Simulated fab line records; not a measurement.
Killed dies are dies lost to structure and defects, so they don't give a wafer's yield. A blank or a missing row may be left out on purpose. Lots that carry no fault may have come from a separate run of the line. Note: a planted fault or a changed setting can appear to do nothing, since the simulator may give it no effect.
Lot-split experiment ; flow n5-finfet ; route with 1938 steps; 7 lots, 21 wafers read

ABOUT THE SPLIT
At N5_BEOL_M10_ETCH_41 (etches SiCN in CH3F/O2, target depth 42.6 nm, time 86 s), the setting source-w was moved away from the recipe's 395 W on 8 of the 21 wafers read, by -17.0% to +12.6%. For the rest of the wafers, this setting stayed at what the recipe calls for.

The reading comes from the split's own step.

THE READING
rf-vpp-V, in V, at N5_BEOL_M10_ETCH_41 (etches SiCN in CH3F/O2, target depth 42.6 nm, time 86 s). Typical for fault-free wafers on this fab line: 296.8 V, with standard deviation 1.6 V.

wafer;tool, chamber at the split;source-w as run, W;against the recipe;rf-vpp-V, V;against lot-mates on the recipe
L076.2;rie-diel-06, 0;395;recipe;293.9;-
L076.4;rie-diel-06, 2;328;-17.0%;316.8;+21.9
L076.5;rie-diel-06, 1;395;recipe;295.9;-
L083.3;rie-diel-06, 0;395;recipe;295.6;-
L083.4;rie-diel-06, 2;442.3;+12.0%;286.5;-9.1
L083.5;rie-diel-06, 3;442.3;+12.0%;284.8;-10.8
L086.1;rie-diel-03, 1;395;recipe;297.5;-
L086.3;rie-diel-03, 2;350.6;-11.2%;311.1;+13.6
L086.5;rie-diel-03, 3;350.6;-11.2%;309.2;+11.7
L089.1;rie-diel-06, 1;395;recipe;295.9;-
L089.3;rie-diel-06, 2;444.7;+12.6%;284.8;-11.1
L089.4;rie-diel-06, 3;444.7;+12.6%;283.2;-12.7
L088.2;rie-diel-06, 2;395;recipe;295.7;-
L088.3;rie-diel-06, 0;372.3;-5.7%;301.6;+5.5
L088.6;rie-diel-06, 0;395;recipe;296.5;-
L085.3;rie-diel-05, 1;395;recipe;301.0;-
L085.4;rie-diel-05, 1;395;recipe;298.7;-
L085.5;rie-diel-05, 0;395;recipe;296.7;-
L095.2;rie-diel-05, 0;395;recipe;296.0;-
L095.3;rie-diel-05, 1;395;recipe;299.4;-
L095.5;rie-diel-05, 0;395;recipe;296.7;-

FIT RESULTS
A straight line over all 21 wafers: rf-vpp-V changes by -1.07 V for each +1% of source-w; r = -0.98; the points scatter about the line by 1.7 V.
The same after taking each lot's own level away (the mean of its wafers on the recipe; 21 wafers): -1.04 V for each +1%; r = -0.98; scatter 1.6 V.
That fit puts the effect of the largest move of source-w on the reading at 18 V.
The span of the lots' own levels, 294.90 to 298.80 V, comes to 2.4 times the standard deviation stated above.
The two slopes are in agreement: the lot-to-lot level therefore moves the slope only a little.
Check: with one of the wafers moved furthest among these (-17.0%) left out of the fit, the line predicts +16.8 V for it against its lot-mates. Against them it came out at +21.9 V.
Tool readings at the split's step, against how far the setting was moved: rf-vpp-V r = -0.98.

OTHER SPLITS ON THESE WAFERS
Other splits were also applied to these wafers ahead of the reading. Each is held against what the fit with the lots' levels taken away leaves over:
other split on the same wafers;wafers away from the commonest value;r with rf-vpp-V (lot level and that fit taken away)
N5_BEOL_M9_COAT_05 spin-rpm;8;+0.16
N5_BEOL_M9_TRENCH_ETCH_37 time-s;9;+0.02

THE WHOLE CHAIN: every reading that the file lists as answering this split, in the file's order
step;what it does;reading;change (the file's fit);r (the file's)
N5_BEOL_M10_ETCH_41;etches SiCN in CH3F/O2, target depth 42.6 nm, time 86 s;rf-vpp-V;-1.09 V for each +1% of the setting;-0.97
N5_BEOL_M10_ETCH_41;etches SiCN in CH3F/O2, target depth 42.6 nm, time 86 s;etch.depth-nm (the simulator's own value, which no gauge read);+0.128 nm for each +1% of the setting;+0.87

THE FILE'S OWN FIT
rf-vpp-V changes by -1.09 V for each +1% of source-w, r = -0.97.
